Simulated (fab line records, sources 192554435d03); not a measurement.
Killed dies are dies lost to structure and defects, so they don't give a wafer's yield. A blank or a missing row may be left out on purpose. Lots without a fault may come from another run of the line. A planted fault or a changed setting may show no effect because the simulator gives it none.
Chamber matching | flow n5_finfet | N5_BEOL_M0_SAQP_STRIP_75 on rie_diel-02: 4 sister chambers
The step strips in CF4. 16 wafers are shown with their chamber, then 8 later ones without.

WAFERS WITH THEIR CHAMBER
wafer  | chamber | drypump_motor_current_A (A) | showerhead_plenum_p_Torr (Torr) | throttle_valve_pct (%)
L074.2 | 2       | 6.1                         | 1.77                            | 14.0
L074.4 | 0       | 6.3                         | 1.87                            | 13.5
L074.5 | 1       | 6.6                         | 1.82                            | 13.4
L075.1 | 1       | 6.6                         | 1.82                            | 13.4
L075.2 | 2       | 6.1                         | 1.77                            | 14.0
L075.5 | 3       | 5.3                         | 1.77                            | 13.3
L077.2 | 1       | 6.6                         | 1.82                            | 13.4
L077.3 | 2       | 6.1                         | 1.77                            | 14.0
L077.4 | 0       | 6.3                         | 1.87                            | 13.6
L082.1 | 2       | 6.1                         | 1.77                            | 14.0
L082.2 | 3       | 5.2                         | 1.76                            | 13.4
L082.3 | 0       | 6.3                         | 1.87                            | 13.6
L088.2 | 1       | 6.6                         | 1.82                            | 13.4
L088.5 | 0       | 6.3                         | 1.87                            | 13.6
L088.6 | 1       | 6.6                         | 1.82                            | 13.4
L089.1 | 1       | 6.6                         | 1.82                            | 13.4

SIGNATURES (means of the wafers above)
reading                  | chamber 0 | chamber 1 | chamber 2 | chamber 3 | scatter within a chamber
drypump_motor_current_A  | 6.300     | 6.600     | 6.100     | 5.250     | 0.0204
showerhead_plenum_p_Torr | 1.8700    | 1.8200    | 1.7700    | 1.7650    | 0.00204
throttle_valve_pct       | 13.575    | 13.400    | 14.000    | 13.350    | 0.0323
Rule: a wafer's distance from a chamber is the root of the sum, over the readings, of the square of ((its reading less the chamber's mean) divided by the reading's scatter). The wafer belongs to the nearest chamber; if the next one is less than 2 further off, it can't be placed. The scatter: the root of (the sum of the squares of (reading less its chamber's mean) over the shown wafers, divided by (wafers less chambers)).

WAFERS WITHOUT THEIR CHAMBER
wafer  | drypump_motor_current_A (A) | showerhead_plenum_p_Torr (Torr) | throttle_valve_pct (%)
L089.4 | 5.3                         | 1.76                            | 13.4
L089.6 | 6.6                         | 1.82                            | 13.4
L094.1 | 6.1                         | 1.77                            | 13.4
L094.5 | 6.1                         | 1.77                            | 13.5
L094.6 | 6.6                         | 1.81                            | 13.4
L096.2 | 6.0                         | 1.77                            | 13.5
L096.4 | 5.2                         | 1.75                            | 13.5
L096.6 | 6.6                         | 1.81                            | 13.5

WHICH CHAMBER EACH WENT THROUGH
wafer  | from the rows above | in truth
L089.4 | 3                   | 3
L089.6 | 1                   | 1
L094.1 | 2                   | 2
L094.5 | 2                   | 2
L094.6 | 1                   | 1
L096.2 | 2                   | 2
L096.4 | 3                   | 3
L096.6 | 1                   | 1
Placed correctly: 8 of 8. Can't be placed from these rows: 0. Placed wrongly: 0.
